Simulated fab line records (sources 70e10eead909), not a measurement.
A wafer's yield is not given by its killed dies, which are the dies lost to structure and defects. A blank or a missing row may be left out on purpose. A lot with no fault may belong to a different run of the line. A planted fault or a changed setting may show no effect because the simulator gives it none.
Which of the tools did it? / flow nand harc / 6 lots with 18 wafers sampled at 5 steps, on a route of 1302 steps

== WHAT THE GAUGES SHOWED, per wafer ==
NHARC_END_SORT_01.
lot / measured / on / killed at array

== WHAT TOOL EACH LOT RAN ON (gives the tool, then ch and the chambers of the sampled wafers, and finally the start) ==
lot=L537; NHARC_A_CHANNEL_FILL_D1_ALD_14=ald hk-03 ch 0,1,3, day 9 16:44; NHARC_THIN_TSV_ETCH_15=rie si-06 ch 0,2,3, day 24 07:29; NHARC_THIN_TSV_PVD_51=pvd sputter-03, day 24 13:04 or earlier; NHARC_THIN_TSV_ETCH_59=rie metal-03 ch 0,1, day 24 13:04
lot=L538; NHARC_A_CHANNEL_FILL_D1_ALD_14=ald hk-04 ch 1,2, day 10 13:24; NHARC_THIN_TSV_ETCH_15=rie si-01 ch 0,2, day 24 23:40; NHARC_THIN_TSV_PVD_51=pvd sputter-03, day 25 05:05 or earlier; NHARC_THIN_TSV_ETCH_59=rie metal-02 ch 0,1, day 25 05:05
lot=L551; NHARC_A_CHANNEL_FILL_D1_ALD_14=ald hk-02 ch 0,1,2, day 15 07:54; NHARC_THIN_TSV_ETCH_15=rie si-05 ch 0,1,2, day 29 21:04; NHARC_THIN_TSV_PVD_51=pvd sputter-01, day 30 02:25 or earlier; NHARC_THIN_TSV_ETCH_59=rie metal-02 ch 0,1, day 30 02:25
lot=L553; NHARC_A_CHANNEL_FILL_D1_ALD_14=ald hk-04 ch 1,2,3, day 16 06:38; NHARC_THIN_TSV_ETCH_15=rie si-01 ch 0,2,3, day 31 01:53; NHARC_THIN_TSV_PVD_51=pvd sputter-02, day 31 13:13 or earlier; NHARC_THIN_TSV_ETCH_59=rie metal-03 ch 0,1, day 31 13:13
lot=L555; NHARC_A_CHANNEL_FILL_D1_ALD_14=ald hk-02 ch 0,1,3, day 17 11:16; NHARC_THIN_TSV_ETCH_15=rie si-01 ch 1,2, day 31 15:06; NHARC_THIN_TSV_PVD_51=pvd sputter-03, day 31 20:29 or earlier; NHARC_THIN_TSV_ETCH_59=rie metal-02 ch 0, day 31 20:29
lot=L558; NHARC_A_CHANNEL_FILL_D1_ALD_14=ald hk-04 ch 2,3, day 18 15:03; NHARC_THIN_TSV_ETCH_15=rie si-06 ch 0,1,3, day 33 03:24; NHARC_THIN_TSV_PVD_51=pvd sputter-02, day 33 09:14 or earlier; NHARC_THIN_TSV_ETCH_59=rie metal-03 ch 0,1, day 33 09:14
- NHARC_A_CHANNEL_FILL_D1_ALD_14: deposits SiO2, target thk 2.5 nm, pulse time 10 s, ald cycles 25.
- NHARC_THIN_TSV_ETCH_15: target depth 3000 nm, bosch target overetch cycles 2, bosch etch step 2.8 s.
- NHARC_THIN_TSV_PVD_51: deposits Cu, target thk 100 nm.
- NHARC_THIN_TSV_ETCH_59: etches the open film in Cl2/BCl3, target depth 880 nm, time 138.1 s.

== THE ANSWER, worked out from the rows above alone ==
Rule: what is usual is taken from the lots themselves. Put in order of their means at a reading, lots are off if they are a third of the lots or fewer, leave a main group of 4 or more, and stand apart from it by a gap of 3 or more times the standard deviation of the main group's means; of several such gaps the widest counts. If all means in a main group match to the digits the tables above print for the reading, that group is not used. A lot without any number at a reading at which 4 lots or more have one is off too. Where the step has rows for the other lots, those lots are counted as sound.
No lot is off on any of the readings shown, so nothing can be concluded from this.

== WHAT THE SIMULATOR HAD PUT IN ==
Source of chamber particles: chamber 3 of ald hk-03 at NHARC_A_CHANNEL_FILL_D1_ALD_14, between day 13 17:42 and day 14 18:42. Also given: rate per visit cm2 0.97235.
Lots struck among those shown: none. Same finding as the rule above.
